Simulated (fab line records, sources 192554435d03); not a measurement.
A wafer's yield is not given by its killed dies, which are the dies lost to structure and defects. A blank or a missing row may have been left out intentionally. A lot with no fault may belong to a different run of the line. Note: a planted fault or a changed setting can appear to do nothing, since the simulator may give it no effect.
Chamber matching || flow n5_finfet || rie_diel-02 running N5_MOL_CONTACT_COAG_ETCH_91: 4 sister chambers
The step etches SOC in N2/H2, target depth 60 nm, overetch 21 nm, time 101.2 s. 24 wafers are shown with their chamber, then 12 later ones without.

== WAFERS WITH THEIR CHAMBER ==
{"wafer": "L074.1", "chamber": 2, "drypump_motor_current_A (A)": 6.4, "showerhead_plenum_p_Torr (Torr)": 2.67, "throttle_valve_pct (%)": 17.45}
{"wafer": "L074.2", "chamber": 0, "drypump_motor_current_A (A)": 4.9, "showerhead_plenum_p_Torr (Torr)": 2.57, "throttle_valve_pct (%)": 17.85}
{"wafer": "L074.3", "chamber": 1, "drypump_motor_current_A (A)": 5.0, "showerhead_plenum_p_Torr (Torr)": 2.70, "throttle_valve_pct (%)": 17.84}
{"wafer": "L076.3", "chamber": 1, "drypump_motor_current_A (A)": 5.0, "showerhead_plenum_p_Torr (Torr)": 2.70, "throttle_valve_pct (%)": 17.83}
{"wafer": "L076.4", "chamber": 0, "drypump_motor_current_A (A)": 4.9, "showerhead_plenum_p_Torr (Torr)": 2.57, "throttle_valve_pct (%)": 17.86}
{"wafer": "L076.5", "chamber": 3, "drypump_motor_current_A (A)": 5.2, "showerhead_plenum_p_Torr (Torr)": 2.58, "throttle_valve_pct (%)": 17.94}
{"wafer": "L077.4", "chamber": 0, "drypump_motor_current_A (A)": 4.9, "showerhead_plenum_p_Torr (Torr)": 2.56, "throttle_valve_pct (%)": 17.86}
{"wafer": "L077.5", "chamber": 1, "drypump_motor_current_A (A)": 5.0, "showerhead_plenum_p_Torr (Torr)": 2.70, "throttle_valve_pct (%)": 17.86}
{"wafer": "L077.6", "chamber": 2, "drypump_motor_current_A (A)": 6.3, "showerhead_plenum_p_Torr (Torr)": 2.67, "throttle_valve_pct (%)": 17.48}
{"wafer": "L079.1", "chamber": 1, "drypump_motor_current_A (A)": 5.0, "showerhead_plenum_p_Torr (Torr)": 2.70, "throttle_valve_pct (%)": 17.85}
{"wafer": "L079.2", "chamber": 3, "drypump_motor_current_A (A)": 5.2, "showerhead_plenum_p_Torr (Torr)": 2.57, "throttle_valve_pct (%)": 17.95}
{"wafer": "L079.3", "chamber": 0, "drypump_motor_current_A (A)": 4.9, "showerhead_plenum_p_Torr (Torr)": 2.56, "throttle_valve_pct (%)": 17.86}
{"wafer": "L080.2", "chamber": 1, "drypump_motor_current_A (A)": 5.0, "showerhead_plenum_p_Torr (Torr)": 2.70, "throttle_valve_pct (%)": 17.88}
{"wafer": "L080.4", "chamber": 1, "drypump_motor_current_A (A)": 5.0, "showerhead_plenum_p_Torr (Torr)": 2.70, "throttle_valve_pct (%)": 17.87}
{"wafer": "L080.5", "chamber": 0, "drypump_motor_current_A (A)": 4.9, "showerhead_plenum_p_Torr (Torr)": 2.56, "throttle_valve_pct (%)": 17.88}
{"wafer": "L083.1", "chamber": 2, "drypump_motor_current_A (A)": 6.3, "showerhead_plenum_p_Torr (Torr)": 2.66, "throttle_valve_pct (%)": 17.49}
{"wafer": "L083.3", "chamber": 0, "drypump_motor_current_A (A)": 4.9, "showerhead_plenum_p_Torr (Torr)": 2.56, "throttle_valve_pct (%)": 17.89}
{"wafer": "L083.4", "chamber": 1, "drypump_motor_current_A (A)": 5.0, "showerhead_plenum_p_Torr (Torr)": 2.69, "throttle_valve_pct (%)": 17.87}
{"wafer": "L087.1", "chamber": 2, "drypump_motor_current_A (A)": 6.4, "showerhead_plenum_p_Torr (Torr)": 2.66, "throttle_valve_pct (%)": 17.53}
{"wafer": "L087.2", "chamber": 1, "drypump_motor_current_A (A)": 5.0, "showerhead_plenum_p_Torr (Torr)": 2.69, "throttle_valve_pct (%)": 17.87}
{"wafer": "L087.3", "chamber": 2, "drypump_motor_current_A (A)": 6.4, "showerhead_plenum_p_Torr (Torr)": 2.66, "throttle_valve_pct (%)": 17.50}
{"wafer": "L087.4", "chamber": 1, "drypump_motor_current_A (A)": 5.0, "showerhead_plenum_p_Torr (Torr)": 2.69, "throttle_valve_pct (%)": 17.90}
{"wafer": "L087.5", "chamber": 2, "drypump_motor_current_A (A)": 6.3, "showerhead_plenum_p_Torr (Torr)": 2.66, "throttle_valve_pct (%)": 17.50}
{"wafer": "L087.6", "chamber": 1, "drypump_motor_current_A (A)": 5.0, "showerhead_plenum_p_Torr (Torr)": 2.69, "throttle_valve_pct (%)": 17.87}

SIGNATURES (means of the wafers above)
{"reading": "drypump_motor_current_A", "chamber 0": 4.900, "chamber 1": 5.000, "chamber 2": 6.350, "chamber 3": 5.200, "scatter within a chamber": 0.0274}
{"reading": "showerhead_plenum_p_Torr", "chamber 0": 2.5633, "chamber 1": 2.6960, "chamber 2": 2.6633, "chamber 3": 2.5750, "scatter within a chamber": 0.00528}
{"reading": "throttle_valve_pct", "chamber 0": 17.8667, "chamber 1": 17.8640, "chamber 2": 17.4917, "chamber 3": 17.9450, "scatter within a chamber": 0.0204}
Rule: distance of a wafer from a chamber = root of the sum over the readings of ((wafer's reading minus chamber's mean) / reading's scatter) squared. The wafer belongs to the nearest chamber; if the next one is less than 2 further off, it can't be placed. The scatter: take each reading less its chamber's mean, square it, sum over the shown wafers, divide by the number of wafers less the number of chambers, and take the root.

== WAFERS WITH NO CHAMBER GIVEN ==
{"wafer": "L088.3", "drypump_motor_current_A (A)": 5.2, "showerhead_plenum_p_Torr (Torr)": 2.57, "throttle_valve_pct (%)": 17.97}
{"wafer": "L088.4", "drypump_motor_current_A (A)": 6.4, "showerhead_plenum_p_Torr (Torr)": 2.66, "throttle_valve_pct (%)": 17.51}
{"wafer": "L088.5", "drypump_motor_current_A (A)": 5.2, "showerhead_plenum_p_Torr (Torr)": 2.57, "throttle_valve_pct (%)": 17.97}
{"wafer": "L089.1", "drypump_motor_current_A (A)": 5.2, "showerhead_plenum_p_Torr (Torr)": 2.57, "throttle_valve_pct (%)": 17.99}
{"wafer": "L089.3", "drypump_motor_current_A (A)": 6.3, "showerhead_plenum_p_Torr (Torr)": 2.66, "throttle_valve_pct (%)": 17.52}
{"wafer": "L089.6", "drypump_motor_current_A (A)": 5.0, "showerhead_plenum_p_Torr (Torr)": 2.69, "throttle_valve_pct (%)": 17.88}
{"wafer": "L090.1", "drypump_motor_current_A (A)": 5.2, "showerhead_plenum_p_Torr (Torr)": 2.56, "throttle_valve_pct (%)": 17.99}
{"wafer": "L090.2", "drypump_motor_current_A (A)": 4.9, "showerhead_plenum_p_Torr (Torr)": 2.56, "throttle_valve_pct (%)": 17.90}
{"wafer": "L090.3", "drypump_motor_current_A (A)": 5.0, "showerhead_plenum_p_Torr (Torr)": 2.69, "throttle_valve_pct (%)": 17.88}
{"wafer": "L092.1", "drypump_motor_current_A (A)": 4.9, "showerhead_plenum_p_Torr (Torr)": 2.55, "throttle_valve_pct (%)": 17.92}
{"wafer": "L092.3", "drypump_motor_current_A (A)": 5.2, "showerhead_plenum_p_Torr (Torr)": 2.56, "throttle_valve_pct (%)": 17.99}
{"wafer": "L092.4", "drypump_motor_current_A (A)": 6.4, "showerhead_plenum_p_Torr (Torr)": 2.66, "throttle_valve_pct (%)": 17.51}

== EACH ONE'S CHAMBER ==
{"wafer": "L088.3", "from the rows above": 3, "in truth": 3}
{"wafer": "L088.4", "from the rows above": 2, "in truth": 2}
{"wafer": "L088.5", "from the rows above": 3, "in truth": 3}
{"wafer": "L089.1", "from the rows above": 3, "in truth": 3}
{"wafer": "L089.3", "from the rows above": 2, "in truth": 2}
{"wafer": "L089.6", "from the rows above": 1, "in truth": 1}
{"wafer": "L090.1", "from the rows above": 3, "in truth": 3}
{"wafer": "L090.2", "from the rows above": 0, "in truth": 0}
{"wafer": "L090.3", "from the rows above": 1, "in truth": 1}
{"wafer": "L092.1", "from the rows above": 0, "in truth": 0}
{"wafer": "L092.3", "from the rows above": 3, "in truth": 3}
{"wafer": "L092.4", "from the rows above": 2, "in truth": 2}
Correct placement for 12 of the 12. Not placeable from these rows: 0. 0 placed wrongly.
